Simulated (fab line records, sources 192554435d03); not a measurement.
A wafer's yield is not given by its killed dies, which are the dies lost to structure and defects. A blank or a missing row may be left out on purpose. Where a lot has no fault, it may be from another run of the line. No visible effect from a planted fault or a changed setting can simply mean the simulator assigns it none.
Matching of chambers || flow n5Finfet || N5_MIM_TOP_ALD_00 on aldHk-03: 4 sister chambers
The step deposits Al2O3, purge time 3 s, co reactant pulse time 3 s. 8 wafers are shown with their chamber, then 10 later ones without.

== WAFERS, EACH WITH ITS CHAMBER ==
{"wafer": "L079.2", "chamber": 1, "precursorPulseHeightRel": 1.010}
{"wafer": "L079.4", "chamber": 0, "precursorPulseHeightRel": 1.006}
{"wafer": "L079.5", "chamber": 3, "precursorPulseHeightRel": 0.972}
{"wafer": "L080.1", "chamber": 3, "precursorPulseHeightRel": 0.999}
{"wafer": "L080.3", "chamber": 2, "precursorPulseHeightRel": 1.012}
{"wafer": "L080.6", "chamber": 0, "precursorPulseHeightRel": 0.997}
{"wafer": "L086.1", "chamber": 2, "precursorPulseHeightRel": 0.997}
{"wafer": "L086.3", "chamber": 1, "precursorPulseHeightRel": 1.004}

== WAFERS WHOSE CHAMBER IS MISSING ==
{"wafer": "L086.5", "precursorPulseHeightRel": 1.009}
{"wafer": "L088.2", "precursorPulseHeightRel": 1.033}
{"wafer": "L088.5", "precursorPulseHeightRel": 0.993}
{"wafer": "L088.6", "precursorPulseHeightRel": 1.013}
{"wafer": "L092.3", "precursorPulseHeightRel": 1.005}
{"wafer": "L092.5", "precursorPulseHeightRel": 1.036}
{"wafer": "L092.6", "precursorPulseHeightRel": 1.040}
{"wafer": "L095.1", "precursorPulseHeightRel": 0.987}
{"wafer": "L095.3", "precursorPulseHeightRel": 0.998}
{"wafer": "L095.4", "precursorPulseHeightRel": 1.011}

== EACH ONE'S CHAMBER ==
{"wafer": "L086.5", "from the rows above": "can't be placed: 1 or 2 or 0 or 3", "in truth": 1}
{"wafer": "L088.2", "from the rows above": "can't be placed: 1 or 2 or 0 or 3", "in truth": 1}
{"wafer": "L088.5", "from the rows above": "can't be placed: 3 or 0 or 2 or 1", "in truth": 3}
{"wafer": "L088.6", "from the rows above": "can't be placed: 1 or 2 or 0 or 3", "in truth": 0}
{"wafer": "L092.3", "from the rows above": "can't be placed: 2 or 1 or 0 or 3", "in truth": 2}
{"wafer": "L092.5", "from the rows above": "can't be placed: 1 or 2 or 0 or 3", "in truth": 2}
{"wafer": "L092.6", "from the rows above": "can't be placed: 1 or 2 or 0 or 3", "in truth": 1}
{"wafer": "L095.1", "from the rows above": "can't be placed: 3 or 0 or 2 or 1", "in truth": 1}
{"wafer": "L095.3", "from the rows above": "can't be placed: 0 or 2 or 1 or 3", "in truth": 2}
{"wafer": "L095.4", "from the rows above": "can't be placed: 1 or 2 or 0 or 3", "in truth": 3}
Correctly placed: 0 of 10. Can't be placed from these rows: 10 (the true chamber is among the candidates in 10). 0 placed wrongly.
How it was worked out, from the rows above alone: a wafer's distance from a chamber is the root of the sum, over the readings, of the square of ((its reading less the chamber's mean) divided by the reading's scatter). The wafer belongs to the nearest chamber; if the next one is less than 2 further off, it can't be placed. Each chamber's mean is taken over the wafers shown for it. How the scatter is found: for the shown wafers, subtract from each reading the mean of its chamber, square and add these, divide the total by (wafers less chambers), then take the root.
